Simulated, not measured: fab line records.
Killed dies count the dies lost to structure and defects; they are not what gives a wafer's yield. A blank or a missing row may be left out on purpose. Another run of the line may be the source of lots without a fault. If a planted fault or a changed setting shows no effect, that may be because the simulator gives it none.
A lot that was struck, set against a sound lot	flow nandHarc	14 steps out of a route of 1302
Sound: these wafers, L286.1, L286.3, L286.6. Wafers L281.3, L281.4, L281.6 were the ones struck. The cause is given at the end.
Per side, at each step with rows, come the tool, then ch with its chambers, and then its first start. Under that, the readings that differ: sound wafers	struck wafers	difference of the means	sigmas: that difference in standard deviations of wafers without a fault.
alike: same words and numbers on both sides, and readings whose means sit less than 2 such deviations apart. not compared: any withheld reading, any reading some wafer has no value for, any bound like >300 that may hide the same value, and any number with overlapping values for which the record gives no deviation.
A row with sigmas, a row that says differs or no value, or rows on one side alone: a step with any of these is where the two part. When numbers do not overlap yet have no deviation, they are printed without sigmas and do not part them. Lack of a reading on every wafer of one side parts them only where that side has two or more wafers.

first, 2 steps without rows for these wafers: NHARC_A_ONON_D1_ANNEAL_15 (time 3600 s); NHARC_A_ONON_D1_DEP_16 (target thk 1000 nm).
NHARC_A_ONON_D1_THK_MEAS_18: measures by ellipsometry.
  struck on filmMetro-01, day 13 10:43; sound on filmMetro-01, day 15 16:45
  alike: thkNm
then NHARC_A_ONON_D1_DEP_19 (target thk 1000 nm), 1 step lacking rows for these wafers.
NHARC_A_ONON_D1_THK_MEAS_21: measures by ellipsometry.
  struck on filmMetro-02, day 13 11:19; sound on filmMetro-01, day 15 17:19
  alike: thkNm
then NHARC_A_ONON_D1_DEP_22 (target thk 1000 nm), 1 step lacking rows for these wafers.
NHARC_A_ONON_D1_THK_MEAS_24: measures by ellipsometry.
  struck on filmMetro-01, day 13 11:53; sound on filmMetro-02, day 15 17:53
  alike: thkNm
then NHARC_A_ONON_D1_DEP_25 (target thk 1000 nm), 1 step lacking rows for these wafers.
NHARC_A_ONON_D1_THK_MEAS_27: measures by ellipsometry.
  struck on filmMetro-02, day 13 12:26; sound on filmMetro-02, day 15 18:27
  alike: thkNm
then NHARC_A_ONON_D1_DEP_28 (target thk 1000 nm), 1 step lacking rows for these wafers.
NHARC_A_ONON_D1_THK_MEAS_30: measures by ellipsometry.
  struck on filmMetro-02, day 13 13:01; sound on filmMetro-02, day 15 19:01
  alike: thkNm
NHARC_A_ONON_D1_DEP_33: deposits SiO2, target thk 200 nm.
  sound on pecvd-01 ch 0,2, day 15 19:07; struck on pecvd-02 ch 1,2, day 13 13:04
reading	sound	struck	difference	sigmas
rfFwdPowerW (W)	895.7 897.4 895.9	792.1 791.7 790.6	-104.9	-39
  alike: chamberPressureTorr, heaterPowerW, throttleValvePct
NHARC_A_ONON_D1_THK_MEAS_34: measures by ellipsometry.
  struck on filmMetro-01, day 13 13:29; sound on filmMetro-02, day 15 19:31
  alike: thkNm
after that, 1 step had no rows for these wafers: NHARC_END_SORT_01.

== WHERE THEY PART ==
NHARC_A_ONON_D1_DEP_33 only, going by this record. Later steps at which nothing parts them and some readings are alike: NHARC_A_ONON_D1_THK_MEAS_34.

WHY: the cause the simulator had injected
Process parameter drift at NHARC_A_ONON_D1_DEP_33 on pecvd-02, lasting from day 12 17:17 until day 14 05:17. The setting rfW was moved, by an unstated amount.
